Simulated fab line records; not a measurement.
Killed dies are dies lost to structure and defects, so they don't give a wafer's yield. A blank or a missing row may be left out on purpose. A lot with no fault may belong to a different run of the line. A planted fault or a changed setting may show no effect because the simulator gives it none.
Code-filled problem report in 8D (eight disciplines) form / flow nand-harc / the parts of the form that need people (team, actions taken, sign-off) are left out

1. THE ISSUE
time-to-endpoint-s at NHARC_P_M1_CMP_23 reads a mean of 57 s on 2 wafers of 2 lots; wafers without a fault read 29 s with a standard deviation of 3.2. Relative to the usual mean, that is a shift of +8.8 standard deviations.
The step: polishes, t overpolish 20 s, target thk 157.82 nm.
Seen first at day 11 02:58 on cmp-03, wafer L629.6. At this step, 33 wafers from 11 lots have a number in the record. Rule for "out", or "out of limits": more than 4 standard deviations from the usual mean. The rest of the wafers with a number are treated as sound.

2. WHAT IT IS; WHAT IT IS NOT
question=which readings at this step | is=time-to-endpoint-s | is not=motor-current-A, slurry-flow-ml-min
question=which lots | is=L629, L630 | is not=L620, L621, L624, L632, L637, L638, L639, L640, L641
question=which wafers of those lots | is=L629.6, L630.2 | is not=L629.1, L629.3, L630.4, L630.5
question=read on which tools | is=cmp-01, cmp-03 | is not=cmp-02
question=when | is=from day 11 02:58 | is not=up to then (11 sound wafers); but 20 sound wafers of L630, L632, L637, L638, L639, L640, L641 came after

3. WHAT RULES OUT EACH SUSPECT
Counting: any tool at a process step up to the reading remains a suspect provided it ran every lot that is out. Sound lots after the first of them don't rule it out here, since some wafers of a struck lot are sound.
- ecd-cu-01 at NHARC_P_M1_ECD_22 (material Cu, target thk 400 nm): kept. It processed each lot that is out (first: L629, day 11 02:11); up to then, its last sound lot is L620 (day 7 13:05).
Left after counting: ecd-cu-01 at NHARC_P_M1_ECD_22.

4. THE CAUSE (what the simulator had put in)
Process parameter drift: ecd-cu-01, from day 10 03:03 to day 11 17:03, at NHARC_P_M1_ECD_22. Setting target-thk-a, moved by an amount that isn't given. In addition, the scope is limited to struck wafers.
After counting, this tool was the only one left.

5. THE CHAIN OF EFFECTS, in route order
Each row: a reading where the mean over the struck wafers with a number is more than 3 standard deviations away from the usual. Only readings for which the record gives a usual standard deviation are gone through. hours: the time from each lot's start at the first step in this table that gives one to its start at this step, as a median over the lots. sigmas: the change in usual standard deviations.
hours=0; step=NHARC_P_M1_CMP_23; reading=time-to-endpoint-s; usual=29 s; on struck wafers=57; change=+28; sigmas=+8.8
Its process steps:
- NHARC_P_M1_CMP_23: polishes, t overpolish 20 s, target thk 157.82 nm.

6. HOW IT WOULD HAVE BEEN CAUGHT EARLIER
The fault began at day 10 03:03; the first out-of-limits reading in this record came at day 11 02:58, 24 hours later.
L630, from the lots that are out (2), started NHARC_P_M1_ECD_22 on ecd-cu-01 later than day 11 02:58. A tool hold placed at that time would have kept it from harm.
